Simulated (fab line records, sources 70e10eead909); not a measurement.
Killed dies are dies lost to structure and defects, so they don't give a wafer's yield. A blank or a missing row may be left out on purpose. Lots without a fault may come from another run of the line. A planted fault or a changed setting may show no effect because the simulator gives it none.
Which tool did it? | flow nand_harc | 20 lots, 60 wafers sampled, at 6 steps of a route of 1302

WHAT THE GAUGES READ, wafer by wafer
The record holds no reading of a measuring or inspecting step that can be judged against a usual standard deviation.

WHICH TOOL RAN EACH LOT (tool, then ch and the chambers of the sampled wafers, then the start)
lot  | NHARC_A_STAIRCASE_TRIM_226                    | NHARC_A_STAIRCASE_ETCH_227                    | NHARC_A_STAIRCASE_TRIM_231                    | NHARC_A_STAIRCASE_TRIM_235                    | NHARC_A_STAIRCASE_DEP_259       | NHARC_A_STAIRCASE_ETCH_271
L074 | rie_diel-01 ch 0,1, day 16 14:17 or earlier   | rie_diel-01 ch 1,2, day 16 14:17 or earlier   | rie_diel-02 ch 0,3, day 16 14:17 or earlier   | rie_diel-02 ch 0,1,3, day 16 14:17 or earlier | pecvd-01 ch 0,2, day 16 14:17   | rie_diel-13 ch 0,3, day 16 15:37
L076 | rie_diel-01 ch 0,1, day 17 02:49 or earlier   | rie_diel-01 ch 0,1,2, day 17 02:49 or earlier | rie_diel-02 ch 0,2,3, day 17 02:49 or earlier | rie_diel-02 ch 2,3, day 17 02:49 or earlier   | pecvd-04 ch 0,1,2, day 17 02:49 | rie_diel-13 ch 0,2,3, day 17 03:56
L078 | rie_diel-01 ch 0,2,3, day 17 21:19 or earlier | rie_diel-01 ch 0,1,3, day 17 21:19 or earlier | rie_diel-01 ch 1,2,3, day 17 21:19 or earlier | rie_diel-01 ch 0,1,2, day 17 21:19 or earlier | pecvd-02 ch 0,1,2, day 17 21:19 | rie_diel-13 ch 0,2, day 17 22:21
L077 | rie_diel-01 ch 0,2,3, day 17 23:20 or earlier | rie_diel-01 ch 0,2,3, day 17 23:20 or earlier | rie_diel-01 ch 0,1,3, day 17 23:20 or earlier | rie_diel-01 ch 0,1,2, day 17 23:20 or earlier | pecvd-04 ch 0,1,2, day 17 23:20 | rie_diel-02 ch 0,1,2, day 18 00:25
L079 | rie_diel-01 ch 0,3, day 18 13:31 or earlier   | rie_diel-01 ch 2,3, day 18 13:31 or earlier   | rie_diel-01 ch 0,1,2, day 18 13:31 or earlier | rie_diel-01 ch 0,2, day 18 13:31 or earlier   | pecvd-04 ch 0,1, day 18 13:31   | rie_diel-13 ch 0,3, day 18 14:28
L080 | rie_diel-01 ch 1,3, day 18 13:41 or earlier   | rie_diel-01 ch 0,1,3, day 18 13:41 or earlier | rie_diel-02 ch 1,3, day 18 13:41 or earlier   | rie_diel-02 ch 0,1,3, day 18 13:41 or earlier | pecvd-01 ch 0,1,2, day 18 13:41 | rie_diel-01 ch 0,2, day 18 14:46
L083 | rie_diel-02 ch 1,2,3, day 20 13:25 or earlier | rie_diel-02 ch 1,2,3, day 20 13:25 or earlier | rie_diel-13 ch 0,1, day 20 13:25 or earlier   | rie_diel-13 ch 0,2, day 20 13:25 or earlier   | pecvd-01 ch 0,1,2, day 20 13:25 | rie_diel-13 ch 0,1,3, day 20 14:19
L086 | rie_diel-02 ch 0,1,2, day 20 15:13 or earlier | rie_diel-02 ch 0,1,3, day 20 15:13 or earlier | rie_diel-01 ch 0,2,3, day 20 15:13 or earlier | rie_diel-01 ch 1,2,3, day 20 15:13 or earlier | pecvd-04 ch 0,2, day 20 15:13   | rie_diel-01 ch 0,2,3, day 20 16:08
L084 | rie_diel-02 ch 0,1,3, day 20 15:53 or earlier | rie_diel-02 ch 0,2,3, day 20 15:53 or earlier | rie_diel-02 ch 1,2,3, day 20 15:53 or earlier | rie_diel-02 ch 1,2,3, day 20 15:53 or earlier | pecvd-01 ch 1,2, day 20 15:53   | rie_diel-13 ch 0,1,3, day 20 17:00
L085 | rie_diel-02 ch 1,2,3, day 21 02:04 or earlier | rie_diel-02 ch 0,1, day 21 02:04 or earlier   | rie_diel-02 ch 0,1,2, day 21 02:04 or earlier | rie_diel-02 ch 1,2, day 21 02:04 or earlier   | pecvd-04 ch 1,2, day 21 02:04   | rie_diel-01 ch 1,2,3, day 21 03:08
L087 | rie_diel-13 ch 2,3, day 21 17:52 or earlier   | rie_diel-13 ch 2,3, day 21 17:52 or earlier   | rie_diel-13 ch 2,3, day 21 17:52              | rie_diel-13 ch 2,3, day 22 00:22 or earlier   | pecvd-04 ch 1,2, day 22 00:22   | rie_diel-02 ch 1,2,3, day 22 01:16
L088 | rie_diel-13 ch 1,2, day 22 09:06 or earlier   | rie_diel-13 ch 2,3, day 22 09:06 or earlier   | rie_diel-13 ch 1,2,3, day 22 09:06 or earlier | rie_diel-13 ch 1,2,3, day 22 09:06 or earlier | pecvd-02 ch 0,1,2, day 22 09:06 | rie_diel-13 ch 0,2,3, day 22 10:02
L091 | rie_diel-02 ch 1,2, day 22 18:40 or earlier   | rie_diel-02 ch 0,1, day 22 18:40 or earlier   | rie_diel-01 ch 1,2, day 22 18:40 or earlier   | rie_diel-01 ch 2,3, day 22 18:40 or earlier   | pecvd-04 ch 0,1, day 22 18:40   | rie_diel-02 ch 0,3, day 22 19:42
L090 | rie_diel-01 ch 0,1, day 22 22:47 or earlier   | rie_diel-01 ch 0,2, day 22 22:47 or earlier   | rie_diel-01 ch 0,1,2, day 22 22:47 or earlier | rie_diel-01 ch 1,3, day 22 22:47 or earlier   | pecvd-04 ch 0,2, day 22 22:47   | rie_diel-01 ch 0,1,3, day 23 00:00
L093 | rie_diel-13 ch 0,2,3, day 24 04:41 or earlier | rie_diel-13 ch 0,3, day 24 04:41 or earlier   | rie_diel-02 ch 1,2,3, day 24 04:41 or earlier | rie_diel-02 ch 0,2,3, day 24 04:41 or earlier | pecvd-04 ch 0,1,2, day 24 04:41 | rie_diel-02 ch 1,3, day 24 05:37
L092 | rie_diel-01 ch 0,3, day 24 06:32 or earlier   | rie_diel-01 ch 0,3, day 24 06:32 or earlier   | rie_diel-02 ch 0,3, day 24 06:32 or earlier   | rie_diel-02 ch 0,1,2, day 24 06:32 or earlier | pecvd-01 ch 0,2, day 24 06:32   | rie_diel-02 ch 1,2, day 24 07:27
L094 | rie_diel-13 ch 0,1, day 24 14:04 or earlier   | rie_diel-13 ch 1,2, day 24 14:04 or earlier   | rie_diel-13 ch 0,3, day 24 14:04 or earlier   | rie_diel-13 ch 1,2, day 24 14:04 or earlier   | pecvd-04 ch 0,2, day 24 14:04   | rie_diel-01 ch 0,1,2, day 24 15:22
L095 | rie_diel-01 ch 1,2, day 25 09:19 or earlier   | rie_diel-01 ch 2,3, day 25 09:19 or earlier   | rie_diel-01 ch 0,2, day 25 09:19 or earlier   | rie_diel-01 ch 0,3, day 25 09:19 or earlier   | pecvd-01 ch 0,1, day 25 09:19   | rie_diel-13 ch 1,2,3, day 25 10:21
L096 | rie_diel-13 ch 0,1,2, day 25 09:29 or earlier | rie_diel-13 ch 0,3, day 25 09:29 or earlier   | rie_diel-13 ch 1,3, day 25 09:29 or earlier   | rie_diel-13 ch 1,2, day 25 09:29 or earlier   | pecvd-01 ch 1,2, day 25 09:29   | rie_diel-01 ch 0,2,3, day 25 10:32
L097 | rie_diel-02 ch 1,2,3, day 26 05:13 or earlier | rie_diel-02 ch 1,2, day 26 05:13 or earlier   | rie_diel-02 ch 1,2,3, day 26 05:13 or earlier | rie_diel-02 ch 1,3, day 26 05:13 or earlier   | pecvd-02 ch 1,2, day 26 05:13   | rie_diel-02 ch 1,2,3, day 26 06:17
- NHARC_A_STAIRCASE_TRIM_226: chemistry O2, time 211.2 s.
- NHARC_A_STAIRCASE_ETCH_227: etches the open film in C4F8/O2, target depth 100 nm, time 40.5 s.
- NHARC_A_STAIRCASE_TRIM_231: chemistry O2, time 211.2 s.
- NHARC_A_STAIRCASE_TRIM_235: chemistry O2, time 211.2 s.
- NHARC_A_STAIRCASE_DEP_259: deposits SiON, target thk 30 nm.
- NHARC_A_STAIRCASE_ETCH_271: etches the open film in CF4/CHF3.

WHAT THE TOOLS THEMSELVES READ (means of the sampled wafers that have a number; where no wafer has one, the mark that the record gives instead)
NHARC_A_STAIRCASE_TRIM_226. Usual: drypump_motor_current_A 5.7 A, standard deviation 0.39; mfc_ar_sccm 0.006 sccm, standard deviation 0.0097; o2_flow_sccm 499.9 sccm, standard deviation 1.5; oes_product_au 1.000 a.u., standard deviation 0.018; rf_vpp_V 57.7 V, standard deviation 0.94; showerhead_plenum_p_Torr 3.53 Torr, standard deviation 0.15; throttle_valve_pct 17.039 %, standard deviation 0.0086.
lot  | tool        | drypump_motor_current_A (A) | mfc_ar_sccm (sccm) | o2_flow_sccm (sccm) | oes_product_au (a.u.) | rf_vpp_V (V) | showerhead_plenum_p_Torr (Torr) | throttle_valve_pct (%) | flag
L074 | rie_diel-01 | 5.9                         | 0.000              | 501.1               | 1.010                 | 57.5         | 3.51                            | 17.036                 |
L076 | rie_diel-01 | 5.9                         | 0.000              | 501.1               | 1.021                 | 58.7         | 3.51                            | 17.038                 |
L078 | rie_diel-01 | 5.7                         | 0.013              | 499.9               | 0.982                 | 57.6         | 3.48                            | 17.029                 |
L077 | rie_diel-01 | 5.7                         | 0.013              | 499.7               | 0.991                 | 58.3         | 3.48                            | 17.047                 |
L079 | rie_diel-01 | 5.5                         | 0.008              | 500.7               | 0.985                 | 58.2         | 3.54                            | 17.037                 |
L080 | rie_diel-01 | 5.3                         | 0.008              | 500.8               | 0.980                 | 57.2         | 3.60                            | 17.039                 |
L083 | rie_diel-02 | 5.6                         | 0.000              | 499.4               | 1.001                 | 57.5         | 3.57                            | 17.035                 |
L086 | rie_diel-02 | 5.6                         | 0.000              | 499.0               | 0.997                 | 56.6         | 3.43                            | 17.045                 |
L084 | rie_diel-02 | 5.4                         | 0.000              | 499.3               | 0.996                 | 58.0         | 3.56                            | 17.041                 |
L085 | rie_diel-02 | 5.5                         | 0.000              | 499.3               | 1.003                 | 57.5         | 3.56                            | 17.040                 |
L087 | rie_diel-13 | 5.3                         | 0.017              | 498.3               | 1.040                 | 57.0         | 3.67                            | 17.051                 |
L088 | rie_diel-13 | 6.0                         | 0.000              | 500.1               | 1.000                 | 58.1         | 3.72                            | 17.041                 |
L091 | rie_diel-02 | 5.6                         | 0.000              | 499.9               | 1.014                 | 58.1         | 3.51                            | 17.044                 |
L090 | rie_diel-01 | 6.0                         | 0.000              | 501.0               | 0.988                 | 57.6         | 3.43                            | 17.032                 |
L093 | rie_diel-13 | 5.6                         | 0.008              | 498.7               | 1.001                 | 57.4         | 3.55                            | 17.039                 |
L092 | rie_diel-01 | 5.5                         | 0.008              | 499.0               | 0.981                 | 57.6         | 3.51                            | 17.039                 |
L094 | rie_diel-13 | 6.2                         | 0.000              | 500.2               | 1.003                 | 58.3         | 3.57                            | 17.035                 |
L095 | rie_diel-01 | 5.7                         | 0.009              | 500.4               | 1.005                 | 57.4         | 3.49                            | 17.044                 |
L096 | rie_diel-13 | 6.0                         | 0.000              | 499.3               | 0.998                 | 57.2         | 3.56                            | 17.035                 |
L097 | rie_diel-02 | 5.5                         | 0.000              | 500.3               | 0.993                 | 57.0         | 3.54                            | 17.045                 |

NHARC_A_STAIRCASE_ETCH_227. Usual: oes_product_au 0.942 a.u., standard deviation 0.016; rf_vpp_V 896 V, standard deviation 5.5.
lot  | tool        | oes_product_au (a.u.) | rf_vpp_V (V) | flag
L074 | rie_diel-01 | 0.952                 | 896          |
L076 | rie_diel-01 | 0.948                 | 894          |
L078 | rie_diel-01 | 0.935                 | 897          |
L077 | rie_diel-01 | 0.920                 | 895          |
L079 | rie_diel-01 | 0.924                 | 894          |
L080 | rie_diel-01 | 0.931                 | 896          |
L083 | rie_diel-02 | 0.941                 | 897          |
L086 | rie_diel-02 | 0.933                 | 896          |
L084 | rie_diel-02 | 0.944                 | 893          |
L085 | rie_diel-02 | 0.945                 | 892          |
L087 | rie_diel-13 | 0.954                 | 902          |
L088 | rie_diel-13 | 0.960                 | 902          |
L091 | rie_diel-02 | 0.948                 | 891          |
L090 | rie_diel-01 | 0.936                 | 891          |
L093 | rie_diel-13 | 0.958                 | 892          |
L092 | rie_diel-01 | 0.931                 | 895          |
L094 | rie_diel-13 | 0.945                 | 903          |
L095 | rie_diel-01 | 0.942                 | 893          |
L096 | rie_diel-13 | 0.948                 | 891          |
L097 | rie_diel-02 | 0.957                 | 895          |

NHARC_A_STAIRCASE_TRIM_231. Usual: drypump_motor_current_A 5.6 A, standard deviation 0.37; mfc_ar_sccm 0.005 sccm, standard deviation 0.0098; o2_flow_sccm 499.9 sccm, standard deviation 1.5; oes_product_au 1.001 a.u., standard deviation 0.018; rf_vpp_V 57.8 V, standard deviation 0.96; showerhead_plenum_p_Torr 3.54 Torr, standard deviation 0.16; throttle_valve_pct 17.039 %, standard deviation 0.009.
lot  | tool        | drypump_motor_current_A (A) | mfc_ar_sccm (sccm) | o2_flow_sccm (sccm) | oes_product_au (a.u.) | rf_vpp_V (V) | showerhead_plenum_p_Torr (Torr) | throttle_valve_pct (%) | flag
L074 | rie_diel-02 | 5.4                         | 0.000              | 500.8               | 1.000                 | 57.7         | 3.61                            | 17.044                 |
L076 | rie_diel-02 | 5.6                         | 0.000              | 498.8               | 1.010                 | 58.0         | 3.49                            | 17.039                 |
L078 | rie_diel-01 | 5.5                         | 0.013              | 497.9               | 0.994                 | 58.2         | 3.54                            | 17.034                 |
L077 | rie_diel-01 | 5.7                         | 0.004              | 499.1               | 0.992                 | 58.1         | 3.53                            | 17.035                 |
L079 | rie_diel-01 | 5.8                         | 0.009              | 498.7               | 1.000                 | 57.4         | 3.46                            | 17.049                 |
L080 | rie_diel-02 | 5.4                         | 0.000              | 498.2               | 0.994                 | 58.3         | 3.65                            | 17.034                 |
L083 | rie_diel-13 | 6.3                         | 0.000              | 500.9               | 1.003                 | 56.6         | 3.44                            | 17.040                 |
L086 | rie_diel-01 | 5.7                         | 0.013              | 499.9               | 0.989                 | 57.1         | 3.46                            | 17.042                 |
L084 | rie_diel-02 | 5.5                         | 0.000              | 500.1               | 0.999                 | 59.1         | 3.57                            | 17.035                 |
L085 | rie_diel-02 | 5.7                         | 0.000              | 502.2               | 1.002                 | 57.3         | 3.42                            | 17.029                 |
L087 | rie_diel-13 | 5.4                         | 0.008              | 501.2               | 1.022                 | 57.5         | 3.69                            | 17.044                 |
L088 | rie_diel-13 | 5.6                         | 0.008              | 499.8               | 1.012                 | 57.4         | 3.69                            | 17.041                 |
L091 | rie_diel-01 | 5.7                         | 0.009              | 500.5               | 0.991                 | 58.1         | 3.50                            | 17.050                 |
L090 | rie_diel-01 | 5.9                         | 0.009              | 501.5               | 0.985                 | 57.2         | 3.44                            | 17.045                 |
L093 | rie_diel-02 | 5.5                         | 0.000              | 501.4               | 1.005                 | 58.6         | 3.55                            | 17.036                 |
L092 | rie_diel-02 | 5.4                         | 0.000              | 500.3               | 0.987                 | 58.7         | 3.58                            | 17.040                 |
L094 | rie_diel-13 | 5.9                         | 0.008              | 500.1               | 1.014                 | 56.3         | 3.41                            | 17.041                 |
L095 | rie_diel-01 | 6.0                         | 0.009              | 501.6               | 0.995                 | 57.3         | 3.37                            | 17.034                 |
L096 | rie_diel-13 | 5.5                         | 0.017              | 499.6               | 1.010                 | 57.3         | 3.66                            | 17.039                 |
L097 | rie_diel-02 | 5.5                         | 0.000              | 499.8               | 0.989                 | 58.3         | 3.54                            | 17.043                 |

NHARC_A_STAIRCASE_TRIM_235. Usual: drypump_motor_current_A 5.7 A, standard deviation 0.37; mfc_ar_sccm 0.005 sccm, standard deviation 0.0095; o2_flow_sccm 500.0 sccm, standard deviation 1.4; oes_product_au 1.002 a.u., standard deviation 0.018; rf_vpp_V 57.8 V, standard deviation 1; showerhead_plenum_p_Torr 3.54 Torr, standard deviation 0.16; throttle_valve_pct 17.037 %, standard deviation 0.0095.
lot  | tool        | drypump_motor_current_A (A) | mfc_ar_sccm (sccm) | o2_flow_sccm (sccm) | oes_product_au (a.u.) | rf_vpp_V (V) | showerhead_plenum_p_Torr (Torr) | throttle_valve_pct (%) | flag
L074 | rie_diel-02 | 5.4                         | 0.000              | 499.6               | 0.991                 | 57.2         | 3.57                            | 17.031                 |
L076 | rie_diel-02 | 5.8                         | 0.000              | 499.9               | 1.022                 | 58.3         | 3.50                            | 17.028                 |
L078 | rie_diel-01 | 5.9                         | 0.009              | 499.7               | 0.993                 | 57.9         | 3.46                            | 17.042                 |
L077 | rie_diel-01 | 5.9                         | 0.009              | 499.8               | 0.992                 | 58.2         | 3.46                            | 17.033                 |
L079 | rie_diel-01 | 6.0                         | 0.009              | 500.7               | 1.004                 | 57.6         | 3.40                            | 17.036                 |
L080 | rie_diel-02 | 5.4                         | 0.000              | 499.2               | 0.993                 | 57.5         | 3.56                            | 17.028                 |
L083 | rie_diel-13 | 6.0                         | 0.000              | 500.3               | 1.000                 | 57.5         | 3.44                            | 17.036                 |
L086 | rie_diel-01 | 5.5                         | 0.013              | 500.4               | 0.980                 | 58.5         | 3.52                            | 17.033                 |
L084 | rie_diel-02 | 5.5                         | 0.000              | 500.4               | 1.000                 | 57.7         | 3.57                            | 17.036                 |
L085 | rie_diel-02 | 5.8                         | 0.000              | 500.8               | 1.013                 | 58.1         | 3.43                            | 17.033                 |
L087 | rie_diel-13 | 5.3                         | 0.017              | 500.8               | 1.024                 | 57.2         | 3.67                            | 17.040                 |
L088 | rie_diel-13 | 5.6                         | 0.008              | 501.6               | 1.018                 | 57.4         | 3.69                            | 17.038                 |
L091 | rie_diel-01 | 5.5                         | 0.021              | 500.5               | 0.980                 | 57.9         | 3.46                            | 17.033                 |
L090 | rie_diel-01 | 5.4                         | 0.004              | 499.1               | 0.985                 | 57.8         | 3.56                            | 17.035                 |
L093 | rie_diel-02 | 5.6                         | 0.000              | 500.6               | 0.995                 | 57.3         | 3.46                            | 17.031                 |
L092 | rie_diel-02 | 5.6                         | 0.000              | 500.4               | 1.001                 | 57.6         | 3.41                            | 17.041                 |
L094 | rie_diel-13 | 6.0                         | 0.000              | 501.0               | 0.999                 | 58.0         | 3.71                            | 17.036                 |
L095 | rie_diel-01 | 5.9                         | 0.004              | 499.6               | 0.995                 | 57.0         | 3.43                            | 17.032                 |
L096 | rie_diel-13 | 5.7                         | 0.000              | 499.2               | 1.009                 | 57.3         | 3.70                            | 17.043                 |
L097 | rie_diel-02 | 5.3                         | 0.000              | 498.8               | 0.980                 | 58.3         | 3.67                            | 17.031                 |

NHARC_A_STAIRCASE_DEP_259. Usual: heater_power_w 799 W, standard deviation 67; susceptor_temp_C 400.00 C, standard deviation 0.25.
lot  | tool     | heater_power_w (W) | susceptor_temp_C (C) | flag
L074 | pecvd-01 | 783                | 400.17               |
L076 | pecvd-04 | 807                | 400.12               |
L078 | pecvd-02 | 812                | 400.15               |
L077 | pecvd-04 | 852                | 399.80               |
L079 | pecvd-04 | 844                | 400.35               |
L080 | pecvd-01 | 743                | 400.08               |
L083 | pecvd-01 | 752                | 399.99               |
L086 | pecvd-04 | 836                | 400.27               |
L084 | pecvd-01 | 809                | 399.90               |
L085 | pecvd-04 | 798                | 399.96               |
L087 | pecvd-04 | 809                | 400.01               |
L088 | pecvd-02 | 748                | 400.20               |
L091 | pecvd-04 | 808                | 399.95               |
L090 | pecvd-04 | 838                | 399.96               |
L093 | pecvd-04 | 802                | 399.93               |
L092 | pecvd-01 | 786                | 399.63               |
L094 | pecvd-04 | 864                | 399.90               |
L095 | pecvd-01 | 773                | 399.95               |
L096 | pecvd-01 | 786                | 400.16               |
L097 | pecvd-02 | 874                | 399.84               |

NHARC_A_STAIRCASE_ETCH_271. Usual: drypump_motor_current_A 5.7 A, standard deviation 0.4; mfc_ar_sccm 0.006 sccm, standard deviation 0.0099; oes_product_au 0.955 a.u., standard deviation 0.024; rf_vpp_V 370.7 V, standard deviation 2.5; showerhead_plenum_p_Torr 1.58 Torr, standard deviation 0.072; throttle_valve_pct 16.803 %, standard deviation 0.0089.
lot  | tool        | drypump_motor_current_A (A) | mfc_ar_sccm (sccm) | oes_product_au (a.u.) | rf_vpp_V (V) | showerhead_plenum_p_Torr (Torr) | throttle_valve_pct (%) | flag
L074 | rie_diel-13 | 5.9                         | 0.008              | 0.949                 | 369.3        | 1.53                            | 16.797                 |
L076 | rie_diel-13 | 5.7                         | 0.008              | 0.957                 | 371.3        | 1.60                            | 16.803                 |
L078 | rie_diel-13 | 6.0                         | 0.000              | 0.963                 | 369.8        | 1.53                            | 16.799                 |
L077 | rie_diel-02 | 5.6                         | 0.000              | 0.974                 | 369.0        | 1.53                            | 16.809                 |
L079 | rie_diel-13 | 5.6                         | 0.017              | 0.994                 | 371.2        | 1.58                            | 16.799                 |
L080 | rie_diel-01 | 6.0                         | 0.009              | 0.961                 | 368.6        | 1.51                            | 16.806                 |
L083 | rie_diel-13 | 5.9                         | 0.008              | 0.975                 | 372.0        | 1.59                            | 16.806                 |
L086 | rie_diel-01 | 5.6                         | 0.013              | 0.917                 | 370.1        | 1.55                            | 16.799                 |
L084 | rie_diel-13 | 5.9                         | 0.008              | 0.966                 | 370.1        | 1.59                            | 16.802                 |
L085 | rie_diel-01 | 5.5                         | 0.013              | 0.956                 | 371.2        | 1.57                            | 16.798                 |
L087 | rie_diel-02 | 5.5                         | 0.000              | 0.926                 | 371.7        | 1.58                            | 16.815                 |
L088 | rie_diel-13 | 5.6                         | 0.008              | 0.979                 | 370.4        | 1.58                            | 16.809                 |
L091 | rie_diel-02 | 5.3                         | 0.000              | 0.961                 | 371.7        | 1.60                            | 16.802                 |
L090 | rie_diel-01 | 5.6                         | 0.004              | 0.936                 | 370.8        | 1.56                            | 16.803                 |
L093 | rie_diel-02 | 5.3                         | 0.000              | 0.923                 | 372.5        | 1.64                            | 16.799                 |
L092 | rie_diel-02 | 5.7                         | 0.000              | 0.981                 | 368.2        | 1.53                            | 16.803                 |
L094 | rie_diel-01 | 5.8                         | 0.009              | 0.932                 | 369.1        | 1.53                            | 16.795                 |
L095 | rie_diel-13 | 5.6                         | 0.008              | 0.937                 | 372.8        | 1.64                            | 16.806                 |
L096 | rie_diel-01 | 5.6                         | 0.013              | 0.959                 | 369.3        | 1.54                            | 16.804                 |
L097 | rie_diel-02 | 5.5                         | 0.000              | 0.940                 | 371.1        | 1.58                            | 16.793                 |

THE ANSWER, worked out from the rows above alone
Rule: a lot is off if the mean of its wafers that have a number lies more than 3 standard deviations from the usual mean. A lot without any number at a reading at which 4 lots or more have one is off too. The other lots that the step has rows for count as sound. The gauges are gone through in route order, then the tools' own readings, and for those a lot's mean is taken as printed above. The first step at which some lot is off is used, and at that step the reading that is off furthest; a lot without a number counts as furthest.
No lot is off at any reading shown: from this, nothing can be told.

WHAT THE SIMULATOR HAD PUT IN
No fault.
